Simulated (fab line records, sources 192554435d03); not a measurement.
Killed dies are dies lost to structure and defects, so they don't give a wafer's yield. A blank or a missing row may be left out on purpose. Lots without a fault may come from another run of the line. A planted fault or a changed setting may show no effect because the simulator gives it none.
Chamber matching | flow n5_finfet | N5_BEOL_M14_CMP_49 on cmp-01: 4 sister chambers
The step polishes, stops on SiO2, t overpolish 5.2 s, target thk 560 nm. 4 wafers are shown with their chamber, then 10 later ones without.

WAFERS WITH THEIR CHAMBER
wafer  | chamber | motor_current_A (A)
L091.3 | 2       | 6.4
L091.6 | 1       | 8.2
L092.3 | 0       | 7.6
L092.5 | 3       | 6.8

WAFERS WITHOUT THEIR CHAMBER
wafer  | motor_current_A (A)
L092.6 | 7.1
L093.1 | 6.9
L093.3 | 7.3
L093.5 | 7.5
L097.4 | 7.3
L097.5 | 7.3
L097.6 | 8.8
L096.2 | 7.2
L096.3 | 6.6
L096.5 | 6.7

WHICH CHAMBER EACH WENT THROUGH
wafer  | from the rows above               | in truth
L092.6 | can't be placed: 3 or 0 or 2      | 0
L093.1 | can't be placed: 3 or 2 or 0      | 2
L093.3 | can't be placed: 0 or 3 or 1 or 2 | 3
L093.5 | can't be placed: 0 or 1 or 3      | 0
L097.4 | can't be placed: 0 or 3 or 1 or 2 | 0
L097.5 | can't be placed: 0 or 3 or 1 or 2 | 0
L097.6 | can't be placed: 1 or 0           | 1
L096.2 | can't be placed: 0 or 3 or 2 or 1 | 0
L096.3 | can't be placed: 2 or 3           | 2
L096.5 | can't be placed: 3 or 2           | 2
Placed correctly: 0 of 10. Can't be placed from these rows: 10 (the true chamber is among the candidates in 10). Placed wrongly: 0.
How it was worked out, from the rows above alone: a wafer's distance from a chamber is the root of the sum, over the readings, of the square of ((its reading less the chamber's mean) divided by the reading's scatter). The wafer belongs to the nearest chamber; if the next one is less than 2 further off, it can't be placed. A chamber's mean is the mean of its shown wafers. The scatter: with one shown wafer a chamber, the root of the mean of the squares of how far each hidden wafer lies from its nearest shown one.
